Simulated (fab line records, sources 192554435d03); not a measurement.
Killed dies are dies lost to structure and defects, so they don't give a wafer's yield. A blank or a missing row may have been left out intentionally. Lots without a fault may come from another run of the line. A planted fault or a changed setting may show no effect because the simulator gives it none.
Chamber matching ; flow n5-finfet ; N5_DUMMY_GATE_STRIP_41 on rie-diel-01: 4 sister chambers
The step strips in O2. 8 wafers are shown with their chamber, then 10 later ones without.

## WAFERS WITH THEIR CHAMBER
wafer;chamber;showerhead-plenum-p-Torr (Torr);throttle-valve-pct (%)
L082.4;1;2.18;17.13
L088.3;2;1.98;16.91
L088.5;3;2.12;16.59
L092.1;3;2.12;16.62
L092.2;1;2.17;17.19
L092.3;0;2.12;16.74
L092.4;2;1.97;16.94
L092.5;0;2.12;16.74

## WAFERS WITH NO CHAMBER GIVEN
wafer;showerhead-plenum-p-Torr (Torr);throttle-valve-pct (%)
L092.6;2.12;16.63
L093.1;2.12;16.60
L093.2;1.97;16.94
L093.3;2.17;17.18
L093.4;2.12;16.74
L093.5;1.97;16.92
L093.6;2.17;17.19
L097.1;2.12;16.77
L097.3;2.12;16.62
L097.4;2.17;17.19

## CHAMBER TAKEN BY EACH
wafer;from the rows above;in truth
L092.6;3;3
L093.1;3;3
L093.2;2;2
L093.3;1;1
L093.4;0;0
L093.5;2;2
L093.6;1;1
L097.1;0;0
L097.3;3;3
L097.4;1;1
10 of 10 placed correctly. Number that these rows cannot place: 0. 0 placed wrongly.
How it was worked out, from the rows above alone: a wafer's distance from a chamber is the root of the sum, over the readings, of the square of ((its reading less the chamber's mean) divided by the reading's scatter). If the next closest chamber is less than 2 further off than the closest, the wafer can't be placed; otherwise it belongs to the closest. Each chamber's mean is taken over the wafers shown for it. The scatter: the root of (the sum of the squares of (reading less its chamber's mean) over the shown wafers, divided by (wafers less chambers)).
